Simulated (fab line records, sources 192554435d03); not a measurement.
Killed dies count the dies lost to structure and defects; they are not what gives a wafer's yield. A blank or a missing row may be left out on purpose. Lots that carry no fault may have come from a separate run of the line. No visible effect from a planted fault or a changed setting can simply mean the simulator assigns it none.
Chamber matching ; flow n5_finfet ; rie_diel-02 running N5_BEOL_M8_DESCUM_33: 4 sister chambers
The step chemistry O2, time 7 s. 4 wafers are shown with their chamber, then 9 later ones without.

## EACH WAFER AND ITS CHAMBER
wafer;chamber;showerhead_plenum_p_Torr (Torr)
L083.3;3;2.19
L083.4;0;2.06
L087.4;1;2.02
L087.5;2;2.03

## WAFERS WITHOUT THEIR CHAMBER
wafer;showerhead_plenum_p_Torr (Torr)
L089.2;2.06
L089.3;2.03
L089.5;2.03
L090.3;2.02
L090.4;2.18
L090.5;2.18
L092.1;2.03
L092.2;2.06
L092.3;2.18

## WHICH CHAMBER EACH WENT THROUGH
wafer;from the rows above;in truth
L089.2;0;0
L089.3;can't be placed: 2 or 1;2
L089.5;can't be placed: 2 or 1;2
L090.3;can't be placed: 1 or 2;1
L090.4;3;3
L090.5;3;3
L092.1;can't be placed: 2 or 1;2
L092.2;0;0
L092.3;3;3
Correctly placed: 5 of 9. Can't be placed from these rows: 4 (the true chamber is among the candidates in 4). Placed wrongly: 0.
How it was worked out, from the rows above alone: a wafer's distance from a chamber is the root of the sum, over the readings, of the square of ((its reading less the chamber's mean) divided by the reading's scatter). The wafer belongs to the nearest chamber; if the next one is less than 2 further off, it can't be placed. The mean given for a chamber averages the wafers shown for that chamber. The scatter: with one shown wafer a chamber, the root of the mean of the squares of how far each hidden wafer lies from its nearest shown one.
